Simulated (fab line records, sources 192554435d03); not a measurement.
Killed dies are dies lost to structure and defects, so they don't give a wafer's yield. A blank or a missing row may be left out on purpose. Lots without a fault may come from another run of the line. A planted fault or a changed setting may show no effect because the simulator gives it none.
Which tool did it? | flow n5_finfet | 12 lots, 36 wafers sampled, at 1 step of a route of 1938

WHAT THE GAUGES READ, wafer by wafer
N5_BEOL_M4_INSPECT_13: inspects for defects (brightfield).
lot  | measured     | on                | raw_defect_count
L076 | day 7 14:55  | defect_inspect-02 | 397 344 431
L077 | day 8 02:26  | defect_inspect-02 | 371 335 655
L079 | day 8 23:26  | defect_inspect-02 | 500 417 371
L082 | day 9 13:34  | defect_inspect-01 | 451 536 480
L083 | day 9 18:24  | defect_inspect-02 | 467 383 282
L085 | day 10 10:20 | defect_inspect-02 | 388 317 442
L087 | day 11 04:09 | defect_inspect-01 | 377 427 375
L090 | day 11 18:36 | defect_inspect-02 | 316 393 432
L091 | day 12 00:45 | defect_inspect-02 | 664 545 564
L094 | day 12 12:32 | defect_inspect-01 | 319 337 328
L095 | day 12 18:13 | defect_inspect-02 | 280 353 281
L097 | day 13 17:20 | defect_inspect-01 | 259 226 423

WHICH TOOL RAN EACH LOT (tool, then ch and the chambers of the sampled wafers, then the start)
The record holds no process step before these readings.

THE ANSWER, worked out from the rows above alone
Rule: what is usual is taken from the lots themselves. Put in order of their means at a reading, lots are off if they are a third of the lots or fewer, leave a main group of 4 or more, and stand apart from it by a gap of 3 or more times the standard deviation of the main group's means; of several such gaps the widest counts. A main group whose means are all the same, to the digits that the tables above print for the reading, isn't used. A lot without any number at a reading at which 4 lots or more have one is off too. The other lots that the step has rows for count as sound.
No lot is off at any reading shown: from this, nothing can be told.

WHAT THE SIMULATOR HAD PUT IN
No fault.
